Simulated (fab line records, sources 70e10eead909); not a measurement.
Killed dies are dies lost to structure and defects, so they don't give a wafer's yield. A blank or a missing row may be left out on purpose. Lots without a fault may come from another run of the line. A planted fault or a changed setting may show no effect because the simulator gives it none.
Tool commonality check | flow nand_harc | 2 lots, 6 wafers sampled

WHY IT WAS OPENED
At NHARC_END_SORT_01 the reading killed_dies is flagged on 2 of 2 lots. Wafers without a fault read 33, standard deviation 11.
Rule: a lot is flagged when every wafer of it that has a number lies more than 4 standard deviations from that mean, or none has a number. The other lots count as sound.

lot  | measured     | on        | killed_dies, wafer by wafer | flag
L244 | day 24 18:34 | prober-02 | 124 119 108                 | FLAGGED
L249 | day 25 03:11 | prober-02 | 91 137 102                  | FLAGGED
The numbers of the flagged lots are 114 on average: +80 against the usual, or +7 standard deviations.

WHICH TOOL RAN EACH LOT
The record holds 4 process steps before the reading, out of a route of 1159 steps. In each cell: the tool, then ch and the chambers that the sampled wafers went through, then the start.
lot  | flag    | NHARC_A_STAIRCASE_ETCH_292         | NHARC_HYBRID_BOND_ACTIVATE_00      | NHARC_THIN_TSV_DEGAS_53      | NHARC_THIN_TSV_ETCH_36
L244 | FLAGGED | rie_diel-12 ch 0,2,3, day 16 11:38 | rie_diel-05 ch 0,1,2, day 23 03:12 | pvd_sputter-02, day 24 00:56 | rie_metal-03 ch 0,1, day 24 02:37
L249 | FLAGGED | rie_diel-12 ch 0,3, day 17 07:21   | rie_diel-05 ch 1,2,3, day 23 14:31 | pvd_sputter-01, day 24 09:27 | rie_metal-01 ch 0,1, day 24 11:01
What these steps do:
- NHARC_A_STAIRCASE_ETCH_292: etches the open film in CF4/CHF3.
- NHARC_HYBRID_BOND_ACTIVATE_00: chemistry N2, time 60 s.
- NHARC_THIN_TSV_DEGAS_53: time 60 s.
- NHARC_THIN_TSV_ETCH_36: etches the open film in Cl2/BCl3, target depth 65 nm, time 18.571 s.
- NHARC_END_SORT_01

FLAGGED OVER TOTAL, TOOL BY TOOL (the gauges that took the reading come last)
step                          | tool           | lots run | flagged | share of the flagged lots | sound lots run after its first flagged lot
NHARC_A_STAIRCASE_ETCH_292    | rie_diel-12    | 2        | 2       | all                       | 0
NHARC_HYBRID_BOND_ACTIVATE_00 | rie_diel-05    | 2        | 2       | all                       | 0
NHARC_THIN_TSV_DEGAS_53       | pvd_sputter-01 | 1        | 1       | some                      | 0
NHARC_THIN_TSV_DEGAS_53       | pvd_sputter-02 | 1        | 1       | some                      | 0
NHARC_THIN_TSV_ETCH_36        | rie_metal-01   | 1        | 1       | some                      | 0
NHARC_THIN_TSV_ETCH_36        | rie_metal-03   | 1        | 1       | some                      | 0
NHARC_END_SORT_01             | prober-02      | 2        | 2       | all                       | 0

WHAT THE TABLE ALLOWS
3 rows of the table ran every flagged lot: rie_diel-12 at NHARC_A_STAIRCASE_ETCH_292, rie_diel-05 at NHARC_HYBRID_BOND_ACTIVATE_00, prober-02 at NHARC_END_SORT_01.
- rie_diel-12 at NHARC_A_STAIRCASE_ETCH_292: 2 of its 2 lots flagged. It ran no sound lot before its first flagged lot in this sample, so the start can't be narrowed down.
- rie_diel-05 at NHARC_HYBRID_BOND_ACTIVATE_00: 2 of its 2 lots flagged. It ran no sound lot before its first flagged lot in this sample, so the start can't be narrowed down.
- prober-02 at NHARC_END_SORT_01: 2 of its 2 lots flagged. It ran no sound lot before its first flagged lot in this sample, so the start can't be narrowed down.
Counting lots can't tell these 3 tools apart, because each fits a fault that began at some hour. More lots, or a look at what each step does to the wafer, might.

WHAT THE SIMULATOR HAD PUT IN
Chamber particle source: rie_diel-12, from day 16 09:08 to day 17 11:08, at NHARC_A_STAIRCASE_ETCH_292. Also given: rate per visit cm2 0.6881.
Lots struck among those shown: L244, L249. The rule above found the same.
